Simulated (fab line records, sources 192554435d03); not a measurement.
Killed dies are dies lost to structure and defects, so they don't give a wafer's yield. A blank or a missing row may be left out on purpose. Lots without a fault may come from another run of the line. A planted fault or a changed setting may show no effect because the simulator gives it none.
fab line records | flow n5_finfet
record lots=4 wafers=12 last_day=17
route steps=1938 shown BEOL_M8@1348 PASSIVATION@1936
lots that met no fault: from a run of the same line without faults
start_h: hours from the record's first day to the start of the lot's first wafer shown | wait_h: hours since the lot's step before | " the same as in the row above | L1.1+2: a row that stands for several wafers | - no value, or no start given | * or withheld: withheld | < > ~ a bound
route shown NAME@n: a module of which the file shows steps, and the number in the route of the first | usual: mean/standard deviation of fault-free wafers | same: alike in all rows | chamber/n: place in a boat | sites: the reading at each site | _std_site: their standard deviation | _edge_site: outer sites' mean less inner sites' | radius_mm: how far each site lies from the wafer's centre | mask NAME#n: copy n | behind: the tool/chamber that last shaped the wafer | hold: why the lot was held/for how many hours/how that ended | device: the transistor (n, p or np) that didn't switch | end of line: the same wafers' tests at the end of the route | a step without rows: its recipe alone | killed: dies lost to structure and defects at the first sort, not the wafer's yield | map: a wafer's dies, x killed, . not, _ none there
set.NAME: the setting as run; set.NAME@STEP: as run at that earlier step | model.NAME: the simulator's own value behind a step, which no gauge read
lots at some steps of the route; a table a step, a row a wafer
services: from which hour (start_h, from the record's first day; less than 0 if before it) a tool's chamber was out of use, for how many hours, and why
## steps
# step N5_BEOL_M8_DESCUM_16
# recipe chemistry=O2 time_s=7.9 source_power_w=50 bias_power_w=20 pressure_mtorr=20 rf_frequency_hz=2.712e+07 temp_c=40 resist=CAR-ArF o2_flow_sccm=225
# step N5_BEOL_M8_ETCH_61
# recipe chemistry=CF4 target=SiARC target_depth_a=455 mask_material=CAR-ArF time_s=75.8 ion_energy_ev=80 pressure_mtorr=40 source_w=545 bias_w=36 Ar_flow_sccm=100 cf4_flow_sccm=100 ends=cleared
# step N5_BEOL_M8_ETCH_62
# recipe chemistry=N2/H2 target=SOC target_depth_a=1100 overetch_a=220 mask_material=SiARC temp_c=40 time_s=165 ion_energy_ev=200 pressure_mtorr=30 source_w=840 bias_w=150 n2_flow_sccm=200 h2_flow_sccm=200
# step N5_BEOL_M8_STRIP_68
# recipe chemistry=N2/H2 temp_c=40 n2_flow_sccm=200 h2_flow_sccm=200 rf_frequency_hz=6e+07
# step N5_BEOL_M8_STRIP_67
# recipe chemistry=CF4 resist=SiARC power_w=300 bias_power_w=75 pressure_mtorr=50 cf4_flow_sccm=150 rf_frequency_hz=6e+07
# step N5_BEOL_M8_HM_OPEN_17
# recipe chemistry=Cl2/BCl3 target_depth_a=200 overetch_a=60 target=TiN mask_material=SOC ion_energy_ev=150 pressure_mtorr=10 icp_w=1000 bias_w=126 Cl2_flow_sccm=53.25 bcl3_flow_sccm=21.75 Ar_flow_sccm=25
# step N5_BEOL_M8_STRIP_19
# recipe chemistry=O2 power_w=400 temp_c=40 pressure_mtorr=30 rf_frequency_hz=6e+07 bias_power_w=0 overash_fraction=0.2 o2_flow_sccm=225
# step N5_BEOL_M8_COAT_63
# recipe resist=SOC temp_c=250 time_s=60 spin_rpm=1500 resist_thk_nm=60
# step N5_BEOL_M8_COAT_64
# recipe resist=SiARC temp_c=220 time_s=60 spin_rpm=1500 resist_thk_nm=12
# step N5_BEOL_M8_COAT_71
# recipe resist=underlayer temp_c=205 time_s=60 spin_rpm=1500 resist_thk_nm=5
# step N5_BEOL_M8_COAT_22
# recipe resist=CAR-EUV spin_rpm=1500 resist_thk_nm=30
# usual spin_speed_rpm=1500.0/0.98
# columns lot.wafer tool chamber start_h wait_h spin_speed_rpm model.CAR-EUV_of_BEOL_M8_COAT_22.thk_nm
L558.3 litho_track-03 0 278.04 - 1499.1 29.8
L558.4 " 0 " " 1500.0 29.8
L558.6 " 0 " " 1499.5 30
L557.3 litho_track-03 0 297.15 - 1416.7 31
L557.4 " 0 " " 1415.3 31
L557.6 " 0 " " 1417.3 30.8
L559.1 litho_track-03 0 305.92 - 1417.6 31
L559.3 " 0 " " 1416.8 30.8
L559.5 " 0 " " 1416.3 30.8
L568.2 litho_track-04 0 350.48 - 1499.6 30
L568.4 " 0 " " 1498.9 30.2
L568.6 " 0 " " 1501.1 30
# step N5_BEOL_M8_EBR_24
# recipe solvent=PGMEA ebr_width_mm=1.5
# step N5_BEOL_M8_SOFTBAKE_23
# recipe temp_c=110 time_s=60 resist=CAR-EUV
# step N5_BEOL_M8_EXPOSE_25
# recipe mask_id=V7 na=0.33 source_shape=annular sigma_inner=0.4 sigma_outer=0.8 polarization=unpolarized target_cd_nm=40 dose_mj=42.5
# step N5_BEOL_M8_PEB_26
# recipe peb_temp_c=100 peb_time_s=60 resist=CAR-EUV
# step N5_BEOL_M8_DEVELOP_27
# recipe develop_time_s=30 developer=TMAH resist=CAR-EUV rinse_liquid=surfactant_rinse dry=air_spin dev_temp_c=23
# step N5_BEOL_M8_DESCUM_33
# recipe chemistry=O2 time_s=7 source_power_w=50 bias_power_w=20 pressure_mtorr=20 rf_frequency_hz=2.712e+07 temp_c=40 resist=CAR-EUV o2_flow_sccm=225
# step N5_BEOL_M8_ETCH_72
# recipe chemistry=N2/H2 target=underlayer target_depth_a=65 mask_material=CAR-EUV time_s=5.2 ion_energy_ev=200 pressure_mtorr=30 source_w=840 bias_w=150 n2_flow_sccm=200 h2_flow_sccm=200 ends=cleared
# step N5_BEOL_M8_ETCH_65
# recipe chemistry=CF4 target=SiARC target_depth_a=156 mask_material=CAR-EUV time_s=26 ion_energy_ev=80 pressure_mtorr=40 source_w=545 bias_w=36 Ar_flow_sccm=100 cf4_flow_sccm=100 ends=cleared
# usual cf4_flow_sccm=100.06/0.28 chamber_pressure_mTorr=40.00/0.034 drypump_motor_current_A=5.5/0.47 etch_rf_on_time_s=25.8/0.69 oes_product_au=0.69/0.072 rf_fwd_power_W=532.6/2.1 rf_vpp_V=184.2/1.2 showerhead_plenum_p_Torr=2.15/0.069 throttle_valve_pct=15.57/0.25
# columns lot.wafer tool chamber start_h wait_h cf4_flow_sccm chamber_pressure_mTorr drypump_motor_current_A etch_rf_on_time_s oes_product_au rf_fwd_power_W rf_hours_counter_h rf_vpp_V showerhead_plenum_p_Torr throttle_valve_pct model.CAR-EUV_of_BEOL_M8_COAT_22.thk_nm
L558.3 rie_diel-04 2 278.60 0.0 99.82 40.03 6.2 25.7 0.77 530.4 33 187.1 2.26 15.39 10.8
L558.4 " 3 " " 99.99 39.97 6.0 26.6 0.73 533.5 50 183.4 2.16 15.53 11.2
L558.6 " 1 " " 100.37 40.02 5.7 25.1 0.63 530.0 - 184.0 2.12 15.80 11
L557.3 rie_diel-03 3 297.85 0.0 99.72 39.96 4.9 26.0 0.73 531.5 49 185.2 2.26 15.44 12.2
L557.4 " 1 " " 100.02 39.99 5.8 26.9 0.80 530.5 5 182.6 2.10 15.10 12
L557.6 " 1 " " 100.02 40.03 5.8 26.7 0.79 529.6 - 183.6 2.10 15.10 12
L559.1 rie_diel-03 1 306.48 0.0 99.88 39.99 5.8 26.8 0.79 530.7 8 182.0 2.10 15.13 12
L559.3 " 3 " " 99.87 40.03 4.8 26.2 0.72 533.3 52 186.1 2.26 15.46 12.2
L559.5 " 1 " " 99.49 40.01 5.8 26.5 0.79 534.6 - 182.0 2.10 15.12 12
L568.2 rie_diel-02 0 350.92 0.0 99.99 40.04 6.3 25.6 0.65 531.0 145 182.9 2.15 15.97 11.2
L568.4 " 0 " " 100.51 39.99 6.3 25.4 0.66 530.3 - 183.8 2.15 15.96 11.2
L568.6 " 2 " " 100.33 39.92 5.2 26.1 0.61 534.0 - 184.2 2.20 15.47 11.2
# step N5_BEOL_M8_ETCH_66
# recipe chemistry=N2/H2 target=SOC target_depth_a=800 overetch_a=160 mask_material=SiARC temp_c=40 time_s=120 ion_energy_ev=200 pressure_mtorr=30 source_w=840 bias_w=150 n2_flow_sccm=200 h2_flow_sccm=200
# step N5_PASSIVATION_PROBE_49
# usual defect_limited_yield=91.2/1.4 killed_at_M0_to_M3=34/9.3 killed_at_M4_up=14/5.9 killed_at_contacts=14/5.7 killed_at_front_end=38/10 killed_at_other=4/3.2 killed_dies=104/17 killed_open=67/13 killed_short=33/6.9 sort_bin_5_function=5.2/1 sort_bin_6_memory=3.3/0.61 sort_bin_8_speed=0.3/1.8 sort_n_pass=1069/52
# same gross_dies=1180 killed_at_back_side=0 sort_bin_4_leakage[%]=0
# columns lot.wafer tool chamber start_h wait_h defect_limited_yield[%] killed_at_M0_to_M3 killed_at_M4_up killed_at_contacts killed_at_front_end killed_at_other killed_dies killed_open killed_short sort_bin_5_function[%] sort_bin_6_memory[%] sort_bin_8_speed[%] sort_n_pass
L558.3 prober-01 - 350.49 1.0 90.1 43 16 19 34 5 117 71 45 5.4 4.2 0 1063
L558.4 prober-01 - 350.54 1.1 89.6 61 12 7 42 1 123 72 48 6.1 3.5 0 1057
L558.6 prober-01 - 350.64 1.2 91.4 40 14 6 33 8 101 69 29 4.5 3.8 0 1079
L557.4 prober-01 - 372.10 0.2 89.2 40 20 6 57 5 128 76 29 6.6 4.0 0 1052
# killed by level:class
L558.3 BEOL_M0_SAQP:geometric_particle:open=17 MOL_CONTACT_COAG:geometric_particle:open=14 BEOL_M0_SAQP:geometric_particle:short=11 FIN_SAQP:geometric_particle:short=10 STI_FIN_REVEAL:geometric_particle:open=6 BEOL_M4:geometric_particle:open=6 MOL_CONTACT_COAG:geometric_particle:short=5 BEOL_M2:geometric_particle:open=5
L558.4 BEOL_M0_SAQP:geometric_particle:short=24 STI_FIN_REVEAL:geometric_particle:open=16 BEOL_M0_SAQP:geometric_particle:open=15 BEOL_M2:geometric_particle:open=11 FIN_SAQP:geometric_particle:short=10 FIN_SAQP:geometric_particle:open=5 BEOL_M4:geometric_particle:open=5 MOL_CONTACT_COAG:geometric_particle:open=4
L558.6 BEOL_M0_SAQP:geometric_particle:open=17 STI_FIN_REVEAL:geometric_particle:open=8 BEOL_M0_SAQP:geometric_particle:short=8 MOL_CONTACT_COAG:geometric_particle:open=6 BEOL_M2:geometric_particle:open=6 BEOL_M3:geometric_particle:open=6 BEOL_M4:geometric_particle:open=5 FIN_SAQP:geometric_particle:open=4
L557.4 SD_EPI_N:area_etch=18 BEOL_M0_SAQP:geometric_particle:open=13 BEOL_M0_SAQP:geometric_particle:short=11 DUMMY_GATE:geometric_particle:open=10 FIN_SAQP:geometric_particle:open=9 BEOL_M1:geometric_particle:open=6 STI_FIN_REVEAL:geometric_particle:open=5 BEOL_M7:geometric_particle:open=5
## services
# columns tool chamber start_h hours kind
rie_diel-03 1 263.46 - clean
rie_diel-03 1 263.46 - consumable_replace:focus_ring
rie_diel-02 1 286.15 11.8 repair
rie_diel-04 0 302.78 - clean
rie_diel-04 0 302.78 - consumable_replace:focus_ring
rie_diel-04 0 302.78 21.6 scheduled_down
rie_diel-04 0 302.78 21.6 vent_cycle
rie_diel-02 3 333.88 28.2 repair
## key
first_sign step=N5_BEOL_M8_COAT_22 reading=spin_speed_rpm direction=down sigmas=85 usual=* struck=*
effect none on later readings
model_effect step=N5_BEOL_M8_COAT_22 value=CAR-EUV_of_BEOL_M8_COAT_22.thk_nm without=30 struck=30.9
model_effect step=N5_BEOL_M8_ETCH_65 value=CAR-EUV_of_BEOL_M8_COAT_22.thk_nm without=11.23 struck=12.07
met_at N5_BEOL_M8_COAT_22
struck_wafers L557.3,L557.4,L557.6,L559.1,L559.3,L559.5
baseline_loss step=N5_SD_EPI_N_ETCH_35 wafers=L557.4
onset_between 278.04 297.15
fault kind=process_parameter_drift tool=litho_track-03 chamber=- onset_h=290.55 steps=N5_BEOL_M8_COAT_22 channel=spin_rpm offset=* shape=step end_h=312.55 acts_in=* stated=*
# baseline_loss: these wafers lose ten dies or more at that step, a loss of the line's own and not of a fault; the sort's usual values leave them out
